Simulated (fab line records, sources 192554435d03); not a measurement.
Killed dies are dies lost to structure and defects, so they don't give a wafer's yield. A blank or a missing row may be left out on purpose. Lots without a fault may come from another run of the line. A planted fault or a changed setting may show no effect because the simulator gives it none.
Chamber matching | flow n5_finfet | N5_BEOL_M13_VIA_ETCH_16 on rie_diel-01: 4 sister chambers
The step etches SiOC in C4F8/O2/Ar, target depth 921.7 nm. 4 wafers are shown with their chamber, then 9 later ones without.

WAFERS WITH THEIR CHAMBER
wafer  | chamber | drypump_motor_current_A (A)
L082.1 | 2       | 6.3
L087.1 | 0       | 5.7
L087.2 | 1       | 5.5
L087.3 | 3       | 5.5

WAFERS WITHOUT THEIR CHAMBER
wafer  | drypump_motor_current_A (A)
L090.2 | 6.2
L090.4 | 5.5
L090.6 | 6.2
L092.1 | 5.4
L092.2 | 6.3
L092.3 | 5.5
L096.2 | 5.6
L096.3 | 5.4
L096.6 | 6.3

WHICH CHAMBER EACH WENT THROUGH
wafer  | from the rows above          | in truth
L090.2 | 2                            | 2
L090.4 | can't be placed: 1 or 3      | 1
L090.6 | 2                            | 2
L092.1 | can't be placed: 1 or 3      | 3
L092.2 | 2                            | 2
L092.3 | can't be placed: 1 or 3      | 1
L096.2 | can't be placed: 1 or 3 or 0 | 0
L096.3 | can't be placed: 1 or 3      | 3
L096.6 | 2                            | 2
Placed correctly: 4 of 9. Can't be placed from these rows: 5 (the true chamber is among the candidates in 5). Placed wrongly: 0.
How it was worked out, from the rows above alone: a wafer's distance from a chamber is the root of the sum, over the readings, of the square of ((its reading less the chamber's mean) divided by the reading's scatter). The wafer belongs to the nearest chamber; if the next one is less than 2 further off, it can't be placed. A chamber's mean is the mean of its shown wafers. The scatter: with one shown wafer a chamber, the root of the mean of the squares of how far each hidden wafer lies from its nearest shown one.
